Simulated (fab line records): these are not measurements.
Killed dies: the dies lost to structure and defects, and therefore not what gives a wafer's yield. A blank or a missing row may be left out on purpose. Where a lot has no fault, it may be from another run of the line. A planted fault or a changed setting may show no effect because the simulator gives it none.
Which of the tools did it? + flow nandHarc + Sampling: 11 lots, 33 wafers, 5 of 1302 route steps

== WHAT EACH GAUGE READ, for each wafer ==
NHARC_P_ZERO_WELL_CD_MEAS_37: the cd target is 720 nm.
| lot  | measured     | on       | cdNm (nm)         |
|------|--------------|----------|-------------------|
| L790 | day 2 00:05  | cdSem-02 | 717.1 719.7 720.3 |
| L792 | day 2 20:07  | cdSem-03 | 760.4 756.7 759.1 |
| L804 | day 7 20:02  | cdSem-01 | 719.2 719.8 722.2 |
| L805 | day 8 05:59  | cdSem-03 | 719.0 717.2 719.7 |
| L806 | day 8 15:59  | cdSem-01 | 717.0 719.8 718.0 |
| L807 | day 9 02:22  | cdSem-01 | 717.7 717.3 718.5 |
| L808 | day 9 12:58  | cdSem-02 | 718.1 722.3 719.0 |
| L809 | day 9 22:16  | cdSem-02 | 721.6 721.4 720.2 |
| L810 | day 10 08:16 | cdSem-01 | 716.8 716.0 721.1 |
| L811 | day 10 18:04 | cdSem-01 | 720.5 718.0 715.7 |
| L812 | day 11 04:16 | cdSem-03 | 721.3 720.1 719.4 |

NHARC_P_GATE_CD_MEAS_11: the cd target is 1640 nm.
| lot  | measured     | on       | cdNm (nm)            |
|------|--------------|----------|----------------------|
| L790 | day 4 08:45  | cdSem-03 | 1641.1 1640.7 1638.9 |
| L792 | day 5 03:52  | cdSem-01 | 1642.0 1643.8 1640.4 |
| L804 | day 10 11:43 | cdSem-02 | 1639.6 1638.0 1637.6 |
| L805 | day 10 11:33 | cdSem-03 | 1639.9 1639.7 1641.3 |
| L806 | day 10 21:58 | cdSem-02 | 1639.4 1641.7 1637.4 |
| L807 | day 11 10:31 | cdSem-03 | 1637.6 1639.9 1642.3 |
| L808 | day 11 23:16 | cdSem-02 | 1639.9 1638.3 1636.7 |
| L809 | day 12 08:33 | cdSem-02 | 1640.1 1641.3 1640.4 |
| L810 | day 12 19:31 | cdSem-02 | 1640.0 1639.9 1638.1 |
| L811 | day 13 01:14 | cdSem-01 | 1642.6 1642.1 1640.7 |
| L812 | day 13 15:04 | cdSem-03 | 1643.3 1642.5 1639.0 |

== WHAT TOOL EACH LOT RAN ON (gives the tool, then ch and the chambers of the sampled wafers, and finally the start) ==
| lot  | NHARC_P_ZERO_WELL_ETCH_62                    | NHARC_P_ZERO_WELL_EXPOSE_34      | NHARC_P_STI_ETCH_15             |
|------|----------------------------------------------|----------------------------------|---------------------------------|
| L790 | rieDiel-02 ch 0,1, day 1 23:56 or earlier    | krfScanner-01 ch 0, day 1 23:56  | rieSi-02 ch 0,1,2, day 2 23:20  |
| L792 | rieDiel-12 ch 0,2, day 2 19:58 or earlier    | krfScanner-01 ch 0, day 2 19:58  | rieSi-05 ch 0,3, day 3 15:58    |
| L804 | rieDiel-09 ch 0,3, day 7 19:53 or earlier    | krfScanner-04 ch 0, day 7 19:53  | rieSi-02 ch 0,2,3, day 8 11:50  |
| L805 | rieDiel-02 ch 0,1,2, day 8 05:50 or earlier  | krfScanner-01 ch 0, day 8 05:50  | rieSi-02 ch 1,3, day 9 01:05    |
| L806 | rieDiel-02 ch 2,3, day 8 15:50 or earlier    | krfScanner-01 ch 0, day 8 15:50  | rieSi-01 ch 2,3, day 9 10:52    |
| L807 | rieDiel-09 ch 2,3, day 9 02:12 or earlier    | krfScanner-02 ch 0, day 9 02:12  | rieSi-02 ch 1,2,3, day 9 21:39  |
| L808 | rieDiel-09 ch 0,1,3, day 9 12:48 or earlier  | krfScanner-01 ch 0, day 9 12:48  | rieSi-02 ch 0,1,2, day 10 07:42 |
| L809 | rieDiel-09 ch 0,1,3, day 9 22:07 or earlier  | krfScanner-04 ch 0, day 9 22:07  | rieSi-02 ch 1,2, day 10 20:04   |
| L810 | rieDiel-12 ch 0,2,3, day 10 08:07 or earlier | krfScanner-01 ch 0, day 10 08:07 | rieSi-05 ch 1,2,3, day 11 03:49 |
| L811 | rieDiel-09 ch 0,1, day 10 17:55 or earlier   | krfScanner-01 ch 0, day 10 17:55 | rieSi-01 ch 1,2,3, day 11 14:40 |
| L812 | rieDiel-02 ch 1,2, day 11 04:07 or earlier   | krfScanner-01 ch 0, day 11 04:07 | rieSi-05 ch 2,3, day 11 23:43   |
- NHARC_P_ZERO_WELL_ETCH_62: etches the open film in CHF3/Ar, target depth 13 nm, time 6.5 s.
- NHARC_P_ZERO_WELL_EXPOSE_34: exposes mask P PWELL, target cd 720 nm.
- NHARC_P_STI_ETCH_15: etches the open film in HBr/Cl2, target depth 300 nm, time 100.1 s.

== WHAT THE TOOLS THEMSELVES READ (means of the sampled wafers that have a number; where no wafer has one, the mark that the record gives instead) ==
NHARC_P_ZERO_WELL_ETCH_62.
| lot  | tool       | drypumpMotorCurrentA (A) | oesProductAu (a.u.) | rfVppV (V) | showerheadPlenumPTorr (Torr) | throttleValvePct (%) |
|------|------------|--------------------------|---------------------|------------|------------------------------|----------------------|
| L790 | rieDiel-02 | 5.80                     | 0.979               | 368.0      | 2.24                         | 20.219               |
| L792 | rieDiel-12 | 5.69                     | 0.973               | 372.3      | 2.42                         | 20.215               |
| L804 | rieDiel-09 | 5.90                     | 0.936               | 374.6      | 2.51                         | 20.217               |
| L805 | rieDiel-02 | 5.84                     | 0.961               | 370.4      | 2.36                         | 20.219               |
| L806 | rieDiel-02 | 5.61                     | 0.976               | 371.3      | 2.36                         | 20.220               |
| L807 | rieDiel-09 | 6.06                     | 0.967               | 372.5      | 2.48                         | 20.222               |
| L808 | rieDiel-09 | 5.92                     | 0.932               | 371.9      | 2.43                         | 20.211               |
| L809 | rieDiel-09 | 5.91                     | 0.964               | 372.7      | 2.43                         | 20.211               |
| L810 | rieDiel-12 | 5.76                     | 0.945               | 369.8      | 2.34                         | 20.220               |
| L811 | rieDiel-09 | 5.97                     | 0.960               | 372.1      | 2.40                         | 20.214               |
| L812 | rieDiel-02 | 5.67                     | 0.939               | 369.1      | 2.27                         | 20.214               |

NHARC_P_ZERO_WELL_EXPOSE_34.
| lot  | tool          | focusOffsetNm (nm) |
|------|---------------|--------------------|
| L790 | krfScanner-01 | -0.2               |
| L792 | krfScanner-01 | -0.6               |
| L804 | krfScanner-04 | -0.2               |
| L805 | krfScanner-01 | 1.0                |
| L806 | krfScanner-01 | 0.2                |
| L807 | krfScanner-02 | -0.4               |
| L808 | krfScanner-01 | 0.4                |
| L809 | krfScanner-04 | 0.2                |
| L810 | krfScanner-01 | -0.6               |
| L811 | krfScanner-01 | 0.5                |
| L812 | krfScanner-01 | 0.0                |

NHARC_P_STI_ETCH_15.
| lot  | tool     | drypumpMotorCurrentA (A) | heBacksideLeakSccm (sccm) | mfcCl2Sccm (sccm) | oesProductAu (a.u.) | throttleValvePct (%) |
|------|----------|--------------------------|---------------------------|-------------------|---------------------|----------------------|
| L790 | rieSi-02 | 5.4                      | 2.43                      | 49.80             | 0.994               | 26.403               |
| L792 | rieSi-05 | 6.1                      | 2.91                      | 49.96             | 0.994               | 26.404               |
| L804 | rieSi-02 | 5.8                      | 2.57                      | 50.02             | 1.005               | 26.397               |
| L805 | rieSi-02 | 5.9                      | 2.36                      | 50.12             | 0.994               | 26.399               |
| L806 | rieSi-01 | 5.9                      | 2.81                      | 49.94             | 0.988               | 26.408               |
| L807 | rieSi-02 | 5.8                      | 2.39                      | 49.95             | 1.004               | 26.406               |
| L808 | rieSi-02 | 5.5                      | 2.52                      | 50.02             | 1.011               | 26.401               |
| L809 | rieSi-02 | 5.4                      | 2.48                      | 50.12             | 0.991               | 26.405               |
| L810 | rieSi-05 | 5.7                      | 2.80                      | 50.01             | 1.002               | 26.407               |
| L811 | rieSi-01 | 6.1                      | 2.71                      | 50.09             | 0.997               | 26.406               |
| L812 | rieSi-05 | 6.0                      | 2.90                      | 50.03             | 1.001               | 26.407               |

== THE ANSWER, worked out from the rows above alone ==
Rule: usual is defined by the lots themselves. Put in order of their means at a reading, lots are off if they are a third of the lots or fewer, leave a main group of 4 or more, and stand apart from it by a gap of 3 or more times the standard deviation of the main group's means; of several such gaps the widest counts. A main group is skipped when, at the precision printed for the reading in the tables above, its means are all equal. A lot without any number at a reading at which 4 lots or more have one is off too. Where the step has rows for the other lots, those lots are counted as sound. The gauges are gone through in route order, then the tools' own readings, and for those a lot's mean is taken as printed above. At the first step where some lot is off, the reading lying furthest off is the one used; lots without a number count as furthest.
Off at NHARC_P_ZERO_WELL_CD_MEAS_37 (cdNm): L792. Mean 719.1 nm and standard deviation 1.1 in the main group.
A tool fits if, at a process step before that reading, it ran every lot that is off, and no sound lot after the first of them. The gauges at NHARC_P_ZERO_WELL_CD_MEAS_37 are tried like those tools. NHARC_P_ZERO_WELL_ETCH_62: start missing for some lots; hours and lot order therefore follow NHARC_P_ZERO_WELL_EXPOSE_34. No candidate that was tried fits.

== WHAT HAD BEEN PUT IN BY THE SIMULATOR ==
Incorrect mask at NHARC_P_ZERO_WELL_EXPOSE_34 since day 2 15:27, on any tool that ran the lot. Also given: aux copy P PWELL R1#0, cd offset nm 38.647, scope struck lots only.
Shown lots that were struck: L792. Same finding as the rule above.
